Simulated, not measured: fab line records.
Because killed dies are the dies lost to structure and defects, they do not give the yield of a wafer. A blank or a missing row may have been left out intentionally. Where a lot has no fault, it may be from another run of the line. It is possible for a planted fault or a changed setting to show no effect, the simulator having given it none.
Split-lot trial	flow n5_finfet	21 wafers read from 7 lots, route of 1938 steps

== ON THE SPLIT ==
At N5_BEOL_M0_SAQP_SPACER2_ALD_26 (deposits SiO2, target thk 15 nm, pulse time 1 s, purge time 2 s), the setting target_thk_a was moved away from the recipe's 150 angstrom on 7 of the 21 wafers read, by -4.7% to +10.1%. The other wafers ran this setting at the recipe's value.

== FROM THE SPLIT TO THE READING: what the file shows between them, 2 steps ==
- N5_BEOL_M0_SAQP_SPACER2_ETCHBACK_27: etches SiO2 in CHF3/O2, target depth 22.5 nm, time 11.25 s
- N5_BEOL_M0_SAQP_MANDREL2_REMOVE_110: chemistry HBr/Cl2/O2, target a-Si, stops on SiCN, bt time 10 s

== THE READING ==
Shown in nm: cd_nm at N5_BEOL_M0_SAQP_CD_MEAS_29, with target cd 14.4 nm. Typical for fault-free wafers on this fab line: 14.96 nm, with standard deviation 0.25 nm.

wafer	tool, chamber at the split	target_thk_a as run, angstrom	against the recipe	cd_nm, nm	against lot-mates on the recipe
L075.2	ald_sin-04, 0	142.9	-4.7%	14.54	-0.52
L075.4	ald_sin-04, 1	142.9	-4.7%	13.96	-1.10
L075.5	ald_sin-04, 1	150	recipe	15.06	-
L078.1	ald_sin-04, 2,3	165.1	+10.1%	16.17	+1.31
L078.3	ald_sin-04, 2,3	165.1	+10.1%	16.27	+1.41
L078.5	ald_sin-04, 3	150	recipe	14.86	-
L077.4	ald_sin-03, 3,0	150	recipe	15.26	-
L077.5	ald_sin-03, 3,0	150	recipe	14.59	-
L077.6	ald_sin-03, 3	150	recipe	15.12	-
L081.2	ald_sin-03, 1,3,0	150	recipe	14.81	-
L081.5	ald_sin-03, 1,3,0	150	recipe	14.84	-
L081.6	ald_sin-03, 1,3,0	150	recipe	14.78	-
L082.1	ald_sin-01, 3,1	150	recipe	15.30	-
L082.4	ald_sin-01, 3,1	150	recipe	15.08	-
L082.5	ald_sin-01, 0	160.6	+7.1%	15.94	+0.75
L084.2	ald_sin-04, 0	150	recipe	14.70	-
L084.3	ald_sin-04, 3	150	recipe	14.84	-
L084.6	ald_sin-04, 0	150	recipe	14.97	-
L086.1	ald_sin-01, 2	150	recipe	14.89	-
L086.2	ald_sin-01, 0,3	159.3	+6.2%	15.65	+0.76
L086.3	ald_sin-01, 0,3	159.3	+6.2%	16.06	+1.17
If several chambers appear in one row, that row covers several wafers at once and the file leaves open which wafer was in which chamber.

THE FIT
A straight line over all 21 wafers: cd_nm changes by +0.136 nm for each +1% of target_thk_a; r = +0.94; the points scatter about the line by 0.21 nm.
The same after taking each lot's own level away (the mean of its wafers on the recipe; 21 wafers): +0.142 nm for each +1%; r = +0.95; scatter 0.19 nm.
Per that fit: largest target_thk_a move, reading shift of 1.4 nm.
The lots' own levels span 14.810 to 15.190 nm, that is 1.5 times the standard deviation above.
The two slopes are in agreement: the lot-to-lot level therefore moves the slope only a little.
Check: +1.44 nm against its lot-mates is what the line predicts for one of the wafers moved furthest among these (+10.1%) when that wafer is left out of the fit. It came out at +1.31 nm against them.

== THE OTHER SPLITS THESE WAFERS WENT THROUGH ==
These wafers also went through other splits before the reading. Each is held against what the fit with the lots' levels taken away leaves over:
other split on the same wafers	wafers away from the commonest value	r with cd_nm (lot level and that fit taken away)
N5_HKMG_FIN_PEB_10 peb_time_s	8	-0.24
N5_MOL_CONTACT_COAG_EXPOSE_05 dose_mj	3	-0.16
N5_MOL_CONTACT_COAG_ETCH_105 bias_w	11	-0.01
N5_MOL_CONTACT_COAG_ETCHBACK_135 time_s	8	-0.18
N5_MOL_CONTACT_COAG_VIA_ETCH_46 bias_w	6	+0.22
N5_BEOL_M0_SAQP_PECVD_96 time_s	8	-0.16
N5_BEOL_M0_SAQP_PEB_12 peb_time_s	6	-0.27

== THE WHOLE CHAIN: every reading that the file lists as answering this split, in the file's order ==
step	what it does	reading	change (the file's fit)	r (the file's)
N5_BEOL_M0_SAQP_SPACER2_ALD_26	deposits SiO2, target thk 15 nm, pulse time 1 s, purge time 2 s	SiO2_of_BEOL_M0_SAQP_SPACER2_ALD_26.thk_nm (the simulator's own value, which no gauge read)	+0.145 nm for each +1% of the setting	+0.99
N5_BEOL_M0_SAQP_MANDREL2_REMOVE_110	chemistry HBr/Cl2/O2, target a-Si, stops on SiCN, bt time 10 s	BEOL_M0_SAQP.cd_nm (the simulator's own value, which no gauge read)	+0.162 nm for each +1% of the setting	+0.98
N5_BEOL_M0_SAQP_MANDREL2_REMOVE_110	chemistry HBr/Cl2/O2, target a-Si, stops on SiCN, bt time 10 s	SiO2_of_BEOL_M0_SAQP_SPACER2_ALD_26.thk_nm (the simulator's own value, which no gauge read)	+0.147 nm for each +1% of the setting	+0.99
N5_BEOL_M0_SAQP_CD_MEAS_29	target cd 14.4 nm	cd_nm	+0.135 nm for each +1% of the setting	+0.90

== THE FILE'S OWN FIT ==
cd_nm changes by +0.135 nm for each +1% of target_thk_a, r = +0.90.
